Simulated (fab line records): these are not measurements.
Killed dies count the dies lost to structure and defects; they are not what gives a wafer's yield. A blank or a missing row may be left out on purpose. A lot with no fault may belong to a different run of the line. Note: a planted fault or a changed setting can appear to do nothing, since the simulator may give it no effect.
Chamber matching || flow n5_finfet || rie_diel-03 running N5_BEOL_M5_DESCUM_16: 4 sister chambers
The step chemistry O2, time 7 s. 22 wafers are shown with their chamber, then 11 later ones without.

## WAFERS PAIRED WITH THEIR CHAMBERS
{"wafer": "L074.2", "chamber": 0, "drypump_motor_current_A (A)": 5.3, "throttle_valve_pct (%)": 20.47, "showerhead_plenum_p_Torr (Torr)": 2.05}
{"wafer": "L074.3", "chamber": 3, "drypump_motor_current_A (A)": 6.7, "throttle_valve_pct (%)": 20.26, "showerhead_plenum_p_Torr (Torr)": 2.12}
{"wafer": "L074.4", "chamber": 1, "drypump_motor_current_A (A)": 4.8, "throttle_valve_pct (%)": 20.19, "showerhead_plenum_p_Torr (Torr)": 2.14}
{"wafer": "L076.3", "chamber": 3, "drypump_motor_current_A (A)": 6.6, "throttle_valve_pct (%)": 20.28, "showerhead_plenum_p_Torr (Torr)": 2.12}
{"wafer": "L076.4", "chamber": 2, "drypump_motor_current_A (A)": 5.7, "throttle_valve_pct (%)": 20.56, "showerhead_plenum_p_Torr (Torr)": 2.17}
{"wafer": "L076.6", "chamber": 1, "drypump_motor_current_A (A)": 4.8, "throttle_valve_pct (%)": 20.18, "showerhead_plenum_p_Torr (Torr)": 2.14}
{"wafer": "L081.1", "chamber": 3, "drypump_motor_current_A (A)": 6.6, "throttle_valve_pct (%)": 20.30, "showerhead_plenum_p_Torr (Torr)": 2.12}
{"wafer": "L081.2", "chamber": 2, "drypump_motor_current_A (A)": 5.7, "throttle_valve_pct (%)": 20.58, "showerhead_plenum_p_Torr (Torr)": 2.17}
{"wafer": "L081.5", "chamber": 3, "drypump_motor_current_A (A)": 6.6, "throttle_valve_pct (%)": 20.29, "showerhead_plenum_p_Torr (Torr)": 2.12}
{"wafer": "L083.1", "chamber": 3, "drypump_motor_current_A (A)": 6.6, "throttle_valve_pct (%)": 20.30, "showerhead_plenum_p_Torr (Torr)": 2.12}
{"wafer": "L083.3", "chamber": 0, "drypump_motor_current_A (A)": 5.3, "throttle_valve_pct (%)": 20.49, "showerhead_plenum_p_Torr (Torr)": 2.04}
{"wafer": "L083.5", "chamber": 1, "drypump_motor_current_A (A)": 4.8, "throttle_valve_pct (%)": 20.21, "showerhead_plenum_p_Torr (Torr)": 2.14}
{"wafer": "L082.1", "chamber": 0, "drypump_motor_current_A (A)": 5.3, "throttle_valve_pct (%)": 20.50, "showerhead_plenum_p_Torr (Torr)": 2.04}
{"wafer": "L082.3", "chamber": 2, "drypump_motor_current_A (A)": 5.7, "throttle_valve_pct (%)": 20.57, "showerhead_plenum_p_Torr (Torr)": 2.17}
{"wafer": "L082.5", "chamber": 0, "drypump_motor_current_A (A)": 5.3, "throttle_valve_pct (%)": 20.49, "showerhead_plenum_p_Torr (Torr)": 2.04}
{"wafer": "L084.3", "chamber": 3, "drypump_motor_current_A (A)": 6.6, "throttle_valve_pct (%)": 20.30, "showerhead_plenum_p_Torr (Torr)": 2.12}
{"wafer": "L084.4", "chamber": 2, "drypump_motor_current_A (A)": 5.7, "throttle_valve_pct (%)": 20.57, "showerhead_plenum_p_Torr (Torr)": 2.16}
{"wafer": "L084.5", "chamber": 1, "drypump_motor_current_A (A)": 4.8, "throttle_valve_pct (%)": 20.19, "showerhead_plenum_p_Torr (Torr)": 2.14}
{"wafer": "L086.2", "chamber": 2, "drypump_motor_current_A (A)": 5.7, "throttle_valve_pct (%)": 20.58, "showerhead_plenum_p_Torr (Torr)": 2.16}
{"wafer": "L086.5", "chamber": 3, "drypump_motor_current_A (A)": 6.6, "throttle_valve_pct (%)": 20.30, "showerhead_plenum_p_Torr (Torr)": 2.11}
{"wafer": "L086.6", "chamber": 2, "drypump_motor_current_A (A)": 5.7, "throttle_valve_pct (%)": 20.59, "showerhead_plenum_p_Torr (Torr)": 2.16}
{"wafer": "L092.3", "chamber": 1, "drypump_motor_current_A (A)": 4.8, "throttle_valve_pct (%)": 20.22, "showerhead_plenum_p_Torr (Torr)": 2.13}

SIGNATURES, as means of the wafers listed above
{"reading": "drypump_motor_current_A", "chamber 0": 5.300, "chamber 1": 4.800, "chamber 2": 5.700, "chamber 3": 6.614, "scatter within a chamber": 0.0218}
{"reading": "throttle_valve_pct", "chamber 0": 20.4875, "chamber 1": 20.1980, "chamber 2": 20.5750, "chamber 3": 20.2900, "scatter within a chamber": 0.014}
{"reading": "showerhead_plenum_p_Torr", "chamber 0": 2.0425, "chamber 1": 2.1380, "chamber 2": 2.1650, "chamber 3": 2.1186, "scatter within a chamber": 0.00466}
Rule: for a wafer and a chamber, the distance is found by dividing, reading by reading, the gap between the wafer's reading and the chamber's mean by the reading's scatter, squaring, summing and taking the root. The wafer belongs to the nearest chamber; if the next one is less than 2 further off, it can't be placed. The scatter: take each reading less its chamber's mean, square it, sum over the shown wafers, divide by the number of wafers less the number of chambers, and take the root.

## WAFERS WITHOUT THEIR CHAMBER
{"wafer": "L092.4", "drypump_motor_current_A (A)": 6.6, "throttle_valve_pct (%)": 20.31, "showerhead_plenum_p_Torr (Torr)": 2.11}
{"wafer": "L092.5", "drypump_motor_current_A (A)": 5.3, "throttle_valve_pct (%)": 20.53, "showerhead_plenum_p_Torr (Torr)": 2.04}
{"wafer": "L095.1", "drypump_motor_current_A (A)": 5.7, "throttle_valve_pct (%)": 20.18, "showerhead_plenum_p_Torr (Torr)": 2.16}
{"wafer": "L095.4", "drypump_motor_current_A (A)": 4.8, "throttle_valve_pct (%)": 20.24, "showerhead_plenum_p_Torr (Torr)": 2.13}
{"wafer": "L095.5", "drypump_motor_current_A (A)": 4.8, "throttle_valve_pct (%)": 20.24, "showerhead_plenum_p_Torr (Torr)": 2.13}
{"wafer": "L094.1", "drypump_motor_current_A (A)": 4.8, "throttle_valve_pct (%)": 20.25, "showerhead_plenum_p_Torr (Torr)": 2.13}
{"wafer": "L094.2", "drypump_motor_current_A (A)": 5.7, "throttle_valve_pct (%)": 20.19, "showerhead_plenum_p_Torr (Torr)": 2.16}
{"wafer": "L094.4", "drypump_motor_current_A (A)": 5.3, "throttle_valve_pct (%)": 20.51, "showerhead_plenum_p_Torr (Torr)": 2.03}
{"wafer": "L097.1", "drypump_motor_current_A (A)": 5.3, "throttle_valve_pct (%)": 20.56, "showerhead_plenum_p_Torr (Torr)": 2.03}
{"wafer": "L097.2", "drypump_motor_current_A (A)": 4.8, "throttle_valve_pct (%)": 20.24, "showerhead_plenum_p_Torr (Torr)": 2.13}
{"wafer": "L097.6", "drypump_motor_current_A (A)": 5.3, "throttle_valve_pct (%)": 20.54, "showerhead_plenum_p_Torr (Torr)": 2.03}

## THE CHAMBER EACH PASSED THROUGH
{"wafer": "L092.4", "from the rows above": 3, "in truth": 3}
{"wafer": "L092.5", "from the rows above": 0, "in truth": 0}
{"wafer": "L095.1", "from the rows above": 2, "in truth": 2}
{"wafer": "L095.4", "from the rows above": 1, "in truth": 1}
{"wafer": "L095.5", "from the rows above": 1, "in truth": 1}
{"wafer": "L094.1", "from the rows above": 1, "in truth": 1}
{"wafer": "L094.2", "from the rows above": 2, "in truth": 2}
{"wafer": "L094.4", "from the rows above": 0, "in truth": 0}
{"wafer": "L097.1", "from the rows above": 0, "in truth": 0}
{"wafer": "L097.2", "from the rows above": 1, "in truth": 1}
{"wafer": "L097.6", "from the rows above": 0, "in truth": 0}
11 of 11 placed correctly. Number that these rows cannot place: 0. 0 placed wrongly.
